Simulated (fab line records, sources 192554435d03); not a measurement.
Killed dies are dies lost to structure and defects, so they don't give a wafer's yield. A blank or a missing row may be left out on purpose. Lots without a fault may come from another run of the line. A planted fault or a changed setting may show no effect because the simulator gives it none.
fab line records | flow n5_finfet
record lots=7 wafers=39
route steps=1938 shown FIN_SAQP@130 STI_FIN_REVEAL@190 HKMG_FIN@386 BEOL_M0_SAQP@692 BEOL_M1@835 BEOL_M3@1000 BEOL_M4@1108
start_h: hours from the record's first day to the start of the lot's first wafer shown | wait_h: hours since the lot's step before | " the same as in the row above | L1.1+2: a row that stands for several wafers | - no value, or no start given | * or withheld: withheld | < > ~ a bound
route shown NAME@n: a module of which the file shows steps, and the number in the route of the first | usual: mean/standard deviation of fault-free wafers | same: alike in all rows | chamber/n: place in a boat | sites: the reading at each site | _std_site: their standard deviation | _edge_site: outer sites' mean less inner sites' | radius_mm: how far each site lies from the wafer's centre | mask NAME#n: copy n | behind: the tool/chamber that last shaped the wafer | hold: why the lot was held/for how many hours/how that ended | device: the transistor (n, p or np) that didn't switch | end of line: the same wafers' tests at the end of the route | a step without rows: its recipe alone | killed: dies lost to structure and defects at the first sort, not the wafer's yield | map: a wafer's dies, x killed, . not, _ none there
set.NAME: the setting as run; set.NAME@STEP: as run at that earlier step | model.NAME: the simulator's own value behind a step, which no gauge read
lots whose settings were changed on purpose; a table a step, a row a wafer
## steps
# step N5_FIN_SAQP_ETCH_65
# recipe chemistry=CF4 target=SiO2 target_depth_a=40 ion_energy_ev=350 time_s=4.4 pressure_mtorr=10 icp_w=800 bias_w=400 cf4_flow_sccm=80
# step N5_STI_FIN_REVEAL_ETCHBACK_08
# recipe chemistry=C4F6/O2 target=SiO2 target_depth_a=305 time_s=10.167 ion_energy_ev=250 pressure_mtorr=30 source_w=345 bias_w=185 Ar_flow_sccm=300 C4F6_flow_sccm=10 O2_flow_sccm=10
# step N5_HKMG_FIN_HK_ALD_01
# recipe material=HfO2 target_thk_a=16 temp_c=withheld ald_precursor_family=HfCl4 ald_co_reactant=H2O pulse_time_s=3 purge_time_s=3 co_reactant_purge_time_s=2.5 co_reactant_pulse_time_s=0.3 ald_cycles=30
# step N5_BEOL_M0_SAQP_DESCUM_45
# recipe chemistry=O2 time_s=7 source_power_w=50 bias_power_w=20 pressure_mtorr=20 rf_frequency_hz=2.712e+07 temp_c=40 resist=CAR-EUV o2_flow_sccm=225
# step N5_BEOL_M1_PRE_CLEAN_60
# recipe gas=NH3/H2 time_s=15 temp_c=* rf_power_w=300
# step N5_BEOL_M3_SPUTTER_86
# recipe material=Cu target_thk_a=45 temp_c=-20 chamber_pressure_pa=0.07 power_w=withheld time_s=8.29
# step N5_BEOL_M4_DEP_57
# recipe material=SiCN target_thk_a=80 temp_c=withheld precursor=3MS/NH3 pressure_torr=3 rf_w=202 time_s=14
# step N5_BEOL_M4_RC_MEAS_101
# usual DIBL_N=36.3/1.2 DIBL_P=36.7/1.5 EOT_N=10.59/0.075 EOT_P=10.52/0.085 IOFF_P_LONG=0.000107/6e-06 ION_N=673/8.5 REXT_N=75.3/1.5 REXT_P=100.7/2.1
# columns lot.wafer tool chamber start_h wait_h set.time_s@FIN_SAQP_ETCH_65 set.target_depth_a@STI_FIN_REVEAL_ETCHBACK_08 set.ald_cycles@HKMG_FIN_HK_ALD_01 set.time_s@BEOL_M0_SAQP_DESCUM_45 set.time_s@BEOL_M1_PRE_CLEAN_60 set.time_s@BEOL_M3_SPUTTER_86 set.time_s@BEOL_M4_DEP_57 DIBL_N[mV/V] DIBL_P[mV/V] EOT_N EOT_P IOFF_P_LONG[nA/um] ION_N[uA/um] REXT_N[ohm.um] REXT_P[ohm.um]
L074.1 prober-01 0 158.09 0.0 5.65 472.5 30 7 15 8.29 10.78 34.2 34.7 10.60 10.38 0.000111 752 71.1 94.0
L074.2 " 0 " " 4.4 472.5 30 7 15 8.29 10.78 33.4 34.0 10.45 10.31 0.000113 738 72.8 94.3
L074.3 " 0 " " 4.4 305 30 7 15 8.29 14 35.6 34.9 10.55 10.39 0.000106 654 75.9 99.5
L074.4 " 0 " " 5.65 305 16 7 15 8.29 14 33.7 33.2 9.04 9.02 0.000109 701 75.1 98.1
L074.5 " 0 " " 5.65 305 16 7 15 8.29 10.78 33.2 31.4 9.06 9.05 0.000106 677 76.3 98.5
L074.6 " 0 " " 4.4 472.5 16 7 15 8.29 14 29.0 28.9 9.03 8.97 0.000113 759 72.6 93.3
L077.1 prober-02 0 174.60 0.0 4.4 305 30 3.459 15 8.29 10.14 37.0 37.7 10.59 10.53 9.9e-05 688 74.1 98.4
L077.2 " 0 " " 6.954 152.3 47 7 15 8.29 14 - - - - - - - -
L077.3 " 0 " " 4.4 152.3 30 7 15 8.29 10.14 - - - - - - - -
L077.4 " 0 " " 6.954 152.3 30 3.459 15 8.29 14 - - - - - - - -
L077.5 " 0 " " 6.954 305 47 3.459 15 8.29 10.14 41.1 41.9 12.28 12.31 9.7e-05 649 76.2 99.0
L077.6 " 0 " " 4.4 305 47 7 15 8.29 14 38.7 39.9 12.30 12.19 9.7e-05 639 75.9 97.5
L078.1 prober-01 0 188.99 0.0 6.094 305 13 7 15 8.29 14 32.0 31.4 8.85 8.79 9.9e-05 684 75.8 98.3
L078.2 " 0 " " 6.094 305 13 8.313 7.004 11.54 5.755 32.0 31.0 8.76 8.83 9.5e-05 687 74.6 99.0
L078.3 " 0 " " 4.4 305 13 8.313 7.004 8.29 5.755 32.9 33.2 8.82 8.84 9.7e-05 700 74.5 97.1
L078.4 " 0 " " 4.4 305 30 7 7.004 11.54 14 33.7 33.1 10.47 10.58 9.7e-05 659 74.8 98.6
L078.5 " 0 " " 6.094 305 30 8.313 15 11.54 14 36.2 36.5 10.41 10.49 9.7e-05 671 74.3 98.4
L078.6 " 0 " " 4.4 305 30 7 15 8.29 5.755 36.8 36.6 10.53 10.52 9.5e-05 671 74.3 98.7
L076.1 prober-01 0 194.75 0.0 5.568 305 30 7 19.91 8.29 14 35.1 36.3 10.71 10.64 9.5e-05 657 76.5 100.7
L076.2 " 0 " " 4.4 408.4 30 7 15 8.29 20.22 34.1 36.9 10.67 10.58 0.000107 740 74.3 96.8
L076.3 " 0 " " 4.4 408.4 30 5.089 19.91 10.34 20.22 32.9 34.9 10.50 10.36 0.000103 728 73.2 96.3
L076.4 " 0 " " 5.568 408.4 30 5.089 15 10.34 20.22 32.2 33.5 10.54 10.46 0.000106 724 73.9 95.5
L076.5 " 0 " " 4.4 305 30 5.089 15 8.29 14 35.6 37.5 10.66 10.49 9.5e-05 678 75.9 99.5
L076.6 " 0 " " 5.568 305 30 7 19.91 10.34 14 35.6 36.7 10.64 10.52 9.8e-05 668 75.4 99.4
L086.1 prober-02 0 247.75 0.0 4.4 305 30 7 15 8.29 14 37.7 36.2 10.65 10.56 9.9e-05 667 77.3 98.2
L086.4 " 0 " " 4.4 305 30 7 15 8.29 14 36.2 35.0 10.66 10.59 0.000101 663 77.1 98.6
L086.6 " 0 " " 4.4 305 30 7 15 8.29 14 37.2 35.5 10.63 10.72 9.8e-05 663 76.8 99.5
L092.1 prober-01 0 280.96 0.0 4.4 305 30 4.394 15 8.29 6.187 33.7 35.5 10.51 10.48 0.000105 664 75.6 100.1
L092.2 " 0 " " 4.4 305 30 7 15 8.29 6.187 35.2 37.4 10.51 10.50 0.000104 682 75.3 99.6
L092.3 " 0 " " 5.805 305 30 4.394 15 8.29 14 33.8 35.5 10.54 10.42 0.000107 660 74.9 99.7
L092.4 " 0 " " 5.805 305 12 7 15 8.29 14 28.2 28.6 8.70 8.49 0.000105 691 75.0 99.4
L092.5 " 0 " " 4.4 305 12 4.394 15 8.29 14 30.6 31.6 8.79 8.75 0.000105 688 74.3 98.8
L092.6 " 0 " " 5.805 305 12 7 15 8.29 6.187 30.1 31.4 8.82 8.63 0.000102 696 76.0 101.1
L097.1 prober-02 0 307.18 0.0 6.51 305 19 7 15 8.29 14 33.7 35.1 9.45 9.31 0.000105 698 74.1 103.9
L097.2 " 0 " " 4.4 372.7 19 7 15 6.6 14 32.2 34.4 9.40 9.32 0.000113 742 72.1 102.1
L097.3 " 0 " " 6.51 372.7 30 8.442 15 6.6 14 35.9 38.7 10.65 10.55 0.00011 732 72.3 101.7
L097.4 " 0 " " 4.4 305 30 7 15 6.6 14 38.6 40.1 10.52 10.53 0.000107 682 74.0 103.4
L097.5 " 0 " " 4.4 372.7 19 8.442 15 8.29 14 34.1 36.6 9.35 9.22 0.000111 754 71.7 103.0
L097.6 " 0 " " 6.51 305 30 8.442 15 8.29 14 36.9 39.9 10.67 10.53 0.000107 688 73.9 102.9
## key
split step=N5_FIN_SAQP_ETCH_65 setting=time_s stated_as=4.4
response none clear
split step=N5_STI_FIN_REVEAL_ETCHBACK_08 setting=target_depth_a stated_as=305
response step=N5_BEOL_M4_RC_MEAS_101 reading=ION_N slope=+1.63 per=1% together_with=all explained=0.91
response step=N5_BEOL_M4_RC_MEAS_101 reading=REXT_P slope=-0.086 per=1% together_with=all explained=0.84
response step=N5_BEOL_M4_RC_MEAS_101 reading=REXT_N slope=-0.0665 per=1% together_with=all explained=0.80
response step=N5_BEOL_M4_RC_MEAS_101 reading=IOFF_P_LONG slope=+1.43e-07 per=1% together_with=all explained=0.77
split step=N5_HKMG_FIN_HK_ALD_01 setting=ald_cycles stated_as=30
response step=N5_BEOL_M4_RC_MEAS_101 reading=EOT_N slope=+0.0306 per=1% together_with=all explained=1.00
response step=N5_BEOL_M4_RC_MEAS_101 reading=EOT_P slope=+0.0309 per=1% together_with=all explained=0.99
response step=N5_BEOL_M4_RC_MEAS_101 reading=DIBL_N slope=+0.0692 per=1% together_with=all explained=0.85
response step=N5_BEOL_M4_RC_MEAS_101 reading=DIBL_P slope=+0.0812 per=1% together_with=all explained=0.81
response step=N5_BEOL_M4_RC_MEAS_101 reading=ION_N slope=-0.489 per=1% together_with=all explained=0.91
split step=N5_BEOL_M0_SAQP_DESCUM_45 setting=time_s stated_as=7
response none clear
split step=N5_BEOL_M1_PRE_CLEAN_60 setting=time_s stated_as=15
response none clear
split step=N5_BEOL_M3_SPUTTER_86 setting=time_s stated_as=8.29
response none clear
split step=N5_BEOL_M4_DEP_57 setting=time_s stated_as=14
response none clear
